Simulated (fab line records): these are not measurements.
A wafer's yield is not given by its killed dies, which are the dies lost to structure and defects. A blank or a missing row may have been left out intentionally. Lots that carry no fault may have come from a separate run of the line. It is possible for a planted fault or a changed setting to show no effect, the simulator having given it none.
Check of tool commonality || flow nandHarc || Sample size 11 lots and 33 wafers

WHY THIS WAS OPENED
At NHARC_END_WLT_00 the reading VT_DECK2_TOP is flagged on 1 of 11 lots. Fault-free wafers read 0.897, with a standard deviation of 0.0077.
Rule: a lot gets a flag if all its wafers with a number sit over 4 standard deviations from that mean, or if no wafer of it has a number. The other lots count as sound.

{"lot": "L996", "measured": "day 24 15:10", "on": "prober-02", "VT_DECK2_TOP, wafer by wafer": "0.889 0.900 0.896", "flag": ""}
{"lot": "L997", "measured": "day 24 15:40", "on": "prober-01", "VT_DECK2_TOP, wafer by wafer": "0.903 0.893 0.898", "flag": ""}
{"lot": "L100", "measured": "day 25 06:25", "on": "prober-01", "VT_DECK2_TOP, wafer by wafer": "0.911 0.897 0.901", "flag": ""}
{"lot": "L999", "measured": "day 25 06:55", "on": "prober-02", "VT_DECK2_TOP, wafer by wafer": "0.909 0.911 0.906", "flag": ""}
{"lot": "L998", "measured": "day 25 15:13", "on": "prober-01", "VT_DECK2_TOP, wafer by wafer": "0.888 0.889 0.885", "flag": ""}
{"lot": "L101", "measured": "day 26 02:49", "on": "prober-02", "VT_DECK2_TOP, wafer by wafer": "0.903 0.899 0.895", "flag": ""}
{"lot": "L102", "measured": "day 26 03:19", "on": "prober-01", "VT_DECK2_TOP, wafer by wafer": "0.896 0.892 0.890", "flag": ""}
{"lot": "L103", "measured": "day 27 10:14", "on": "prober-02", "VT_DECK2_TOP, wafer by wafer": "0.891 0.898 0.896", "flag": ""}
{"lot": "L110", "measured": "day 30 09:58", "on": "prober-02", "VT_DECK2_TOP, wafer by wafer": "0.972 0.970 0.964", "flag": "FLAGGED"}
{"lot": "L117", "measured": "day 33 12:07", "on": "prober-01", "VT_DECK2_TOP, wafer by wafer": "0.904 0.902 0.899", "flag": ""}
{"lot": "L118", "measured": "day 34 19:28", "on": "prober-01", "VT_DECK2_TOP, wafer by wafer": "0.900 0.904 0.901", "flag": ""}
The mean of the flagged lots' numbers is 0.969, +0.072 from the usual (+9 standard deviations).

WHICH TOOL EACH LOT WENT THROUGH
The record holds 4 process steps before the reading, out of a route of 1302 steps. In each cell: the tool, then ch and the chambers that the sampled wafers went through, then the start.
{"lot": "L996", "flag": "", "NHARC_A_CHANNEL_FILL_D2_CVD_18": "lpcvdPoly-04 ch 0, day 14 09:26", "NHARC_THIN_TSV_CMP_01": "cmp-02 ch 1,2, day 23 23:26", "NHARC_THIN_TSV_DEP_47": "pecvd-01 ch 0,2, day 24 02:38", "NHARC_THIN_TSV_PVD_51": "pvdSputter-03, day 24 15:10 or earlier"}
{"lot": "L997", "flag": "", "NHARC_A_CHANNEL_FILL_D2_CVD_18": "lpcvdPoly-04 ch 0, day 14 09:26", "NHARC_THIN_TSV_CMP_01": "cmp-03 ch 0,1,3, day 24 00:38", "NHARC_THIN_TSV_DEP_47": "pecvd-01 ch 0,1,2, day 24 03:52", "NHARC_THIN_TSV_PVD_51": "pvdSputter-03, day 24 15:40 or earlier"}
{"lot": "L100", "flag": "", "NHARC_A_CHANNEL_FILL_D2_CVD_18": "lpcvdPoly-03 ch 0, day 16 01:31", "NHARC_THIN_TSV_CMP_01": "cmp-04 ch 0,3, day 24 17:59", "NHARC_THIN_TSV_DEP_47": "pecvd-04 ch 0,2, day 24 21:16", "NHARC_THIN_TSV_PVD_51": "pvdSputter-02, day 25 06:25 or earlier"}
{"lot": "L999", "flag": "", "NHARC_A_CHANNEL_FILL_D2_CVD_18": "lpcvdPoly-01 ch 0, day 15 20:53", "NHARC_THIN_TSV_CMP_01": "cmp-02 ch 0,1,3, day 24 16:47", "NHARC_THIN_TSV_DEP_47": "pecvd-03 ch 0,1, day 24 19:56", "NHARC_THIN_TSV_PVD_51": "pvdSputter-03, day 25 06:55 or earlier"}
{"lot": "L998", "flag": "", "NHARC_A_CHANNEL_FILL_D2_CVD_18": "lpcvdPoly-01 ch 0, day 15 14:26", "NHARC_THIN_TSV_CMP_01": "cmp-04 ch 0,1,3, day 24 22:51", "NHARC_THIN_TSV_DEP_47": "pecvd-03 ch 0,1, day 25 02:06", "NHARC_THIN_TSV_PVD_51": "pvdSputter-01, day 25 15:13 or earlier"}
{"lot": "L101", "flag": "", "NHARC_A_CHANNEL_FILL_D2_CVD_18": "lpcvdPoly-03 ch 0, day 16 10:15", "NHARC_THIN_TSV_CMP_01": "cmp-04 ch 0,2,3, day 25 11:58", "NHARC_THIN_TSV_DEP_47": "pecvd-01 ch 0,1, day 25 15:05", "NHARC_THIN_TSV_PVD_51": "pvdSputter-03, day 26 02:49 or earlier"}
{"lot": "L102", "flag": "", "NHARC_A_CHANNEL_FILL_D2_CVD_18": "lpcvdPoly-03 ch 0, day 16 10:15", "NHARC_THIN_TSV_CMP_01": "cmp-04 ch 0,1,2, day 25 10:48", "NHARC_THIN_TSV_DEP_47": "pecvd-01 ch 0,1,2, day 25 13:53", "NHARC_THIN_TSV_PVD_51": "pvdSputter-03, day 26 03:19 or earlier"}
{"lot": "L103", "flag": "", "NHARC_A_CHANNEL_FILL_D2_CVD_18": "lpcvdPoly-04 ch 0, day 17 07:24", "NHARC_THIN_TSV_CMP_01": "cmp-03 ch 0,3, day 26 18:46", "NHARC_THIN_TSV_DEP_47": "pecvd-04 ch 0,1, day 26 21:59", "NHARC_THIN_TSV_PVD_51": "pvdSputter-02, day 27 10:14 or earlier"}
{"lot": "L110", "flag": "FLAGGED", "NHARC_A_CHANNEL_FILL_D2_CVD_18": "lpcvdPoly-03 ch 0, day 20 16:59", "NHARC_THIN_TSV_CMP_01": "cmp-03 ch 0,1, day 29 19:26", "NHARC_THIN_TSV_DEP_47": "pecvd-04 ch 0,2, day 29 22:26", "NHARC_THIN_TSV_PVD_51": "pvdSputter-01, day 30 09:58 or earlier"}
{"lot": "L117", "flag": "", "NHARC_A_CHANNEL_FILL_D2_CVD_18": "lpcvdPoly-01 ch 0, day 23 13:16", "NHARC_THIN_TSV_CMP_01": "cmp-04 ch 0,1,2, day 32 22:02", "NHARC_THIN_TSV_DEP_47": "pecvd-04 ch 0,2, day 33 01:24", "NHARC_THIN_TSV_PVD_51": "pvdSputter-02, day 33 12:07 or earlier"}
{"lot": "L118", "flag": "", "NHARC_A_CHANNEL_FILL_D2_CVD_18": "lpcvdPoly-01 ch 0, day 24 03:56", "NHARC_THIN_TSV_CMP_01": "cmp-02 ch 0,2,3, day 34 05:14", "NHARC_THIN_TSV_DEP_47": "pecvd-03 ch 1,2, day 34 08:31", "NHARC_THIN_TSV_PVD_51": "pvdSputter-01, day 34 19:28 or earlier"}
What the steps here do:
- NHARC_A_CHANNEL_FILL_D2_CVD_18: deposits poly-Si, target thk 3 nm.
- NHARC_THIN_TSV_CMP_01: polishes.
- NHARC_THIN_TSV_DEP_47: deposits SiO2, target thk 200 nm.
- NHARC_THIN_TSV_PVD_51: deposits Cu, target thk 100 nm.
- NHARC_END_WLT_00

FLAGGED OVER TOTAL, TOOL BY TOOL (the gauges that took the reading come last)
{"step": "NHARC_A_CHANNEL_FILL_D2_CVD_18", "tool": "lpcvdPoly-01", "lots run": 4, "flagged": 0, "share of the flagged lots": "none", "sound lots run after its first flagged lot": "-"}
{"step": "NHARC_A_CHANNEL_FILL_D2_CVD_18", "tool": "lpcvdPoly-03", "lots run": 4, "flagged": 1, "share of the flagged lots": "all", "sound lots run after its first flagged lot": 0}
{"step": "NHARC_A_CHANNEL_FILL_D2_CVD_18", "tool": "lpcvdPoly-04", "lots run": 3, "flagged": 0, "share of the flagged lots": "none", "sound lots run after its first flagged lot": "-"}
{"step": "NHARC_THIN_TSV_CMP_01", "tool": "cmp-02", "lots run": 3, "flagged": 0, "share of the flagged lots": "none", "sound lots run after its first flagged lot": "-"}
{"step": "NHARC_THIN_TSV_CMP_01", "tool": "cmp-03", "lots run": 3, "flagged": 1, "share of the flagged lots": "all", "sound lots run after its first flagged lot": 0}
{"step": "NHARC_THIN_TSV_CMP_01", "tool": "cmp-04", "lots run": 5, "flagged": 0, "share of the flagged lots": "none", "sound lots run after its first flagged lot": "-"}
{"step": "NHARC_THIN_TSV_DEP_47", "tool": "pecvd-01", "lots run": 4, "flagged": 0, "share of the flagged lots": "none", "sound lots run after its first flagged lot": "-"}
{"step": "NHARC_THIN_TSV_DEP_47", "tool": "pecvd-03", "lots run": 3, "flagged": 0, "share of the flagged lots": "none", "sound lots run after its first flagged lot": "-"}
{"step": "NHARC_THIN_TSV_DEP_47", "tool": "pecvd-04", "lots run": 4, "flagged": 1, "share of the flagged lots": "all", "sound lots run after its first flagged lot": "1 (L117)"}
{"step": "NHARC_THIN_TSV_PVD_51", "tool": "pvdSputter-01", "lots run": 3, "flagged": 1, "share of the flagged lots": "all", "sound lots run after its first flagged lot": "1 (L118)"}
{"step": "NHARC_THIN_TSV_PVD_51", "tool": "pvdSputter-02", "lots run": 3, "flagged": 0, "share of the flagged lots": "none", "sound lots run after its first flagged lot": "-"}
{"step": "NHARC_THIN_TSV_PVD_51", "tool": "pvdSputter-03", "lots run": 5, "flagged": 0, "share of the flagged lots": "none", "sound lots run after its first flagged lot": "-"}
{"step": "NHARC_END_WLT_00", "tool": "prober-01", "lots run": 6, "flagged": 0, "share of the flagged lots": "none", "sound lots run after its first flagged lot": "-"}
{"step": "NHARC_END_WLT_00", "tool": "prober-02", "lots run": 5, "flagged": 1, "share of the flagged lots": "all", "sound lots run after its first flagged lot": 0}
With no start given for some of its lots, NHARC_THIN_TSV_PVD_51 uses the hours and lot order of NHARC_END_WLT_00.

WHAT IS ALLOWED BY THE TABLE
5 rows of the table ran every flagged lot: lpcvdPoly-03 at NHARC_A_CHANNEL_FILL_D2_CVD_18, cmp-03 at NHARC_THIN_TSV_CMP_01, pecvd-04 at NHARC_THIN_TSV_DEP_47, pvdSputter-01 at NHARC_THIN_TSV_PVD_51, prober-02 at NHARC_END_WLT_00.
- lpcvdPoly-03 at NHARC_A_CHANNEL_FILL_D2_CVD_18: 1 of its 4 lots flagged. A fault beginning between L101 (day 16 10:15), its last sound lot, and L110 (day 20 16:59), its first flagged one, fits the data.
- cmp-03 at NHARC_THIN_TSV_CMP_01: 1 of its 3 lots flagged. A fault beginning between L103 (day 26 18:46), its last sound lot, and L110 (day 29 19:26), its first flagged one, fits the data.
- pecvd-04 at NHARC_THIN_TSV_DEP_47: 1 of its 4 lots flagged. Sound lots followed the first flagged one (L117) on it, something a lasting fault affecting the whole tool could not allow.
- pvdSputter-01 at NHARC_THIN_TSV_PVD_51: 1 of its 3 lots flagged. Sound lots followed the first flagged one (L118) on it, something a lasting fault affecting the whole tool could not allow.
- prober-02 at NHARC_END_WLT_00: 1 of its 5 lots flagged. A fault beginning between L103 (day 27 10:14), its last sound lot, and L110 (day 30 09:58), its first flagged one, fits the data.
Counting lots can't tell these 3 tools apart, because each fits a fault that began at some hour. More lots, or a look at what each step does to the wafer, might.

WHAT THE SIMULATOR HAD INSERTED
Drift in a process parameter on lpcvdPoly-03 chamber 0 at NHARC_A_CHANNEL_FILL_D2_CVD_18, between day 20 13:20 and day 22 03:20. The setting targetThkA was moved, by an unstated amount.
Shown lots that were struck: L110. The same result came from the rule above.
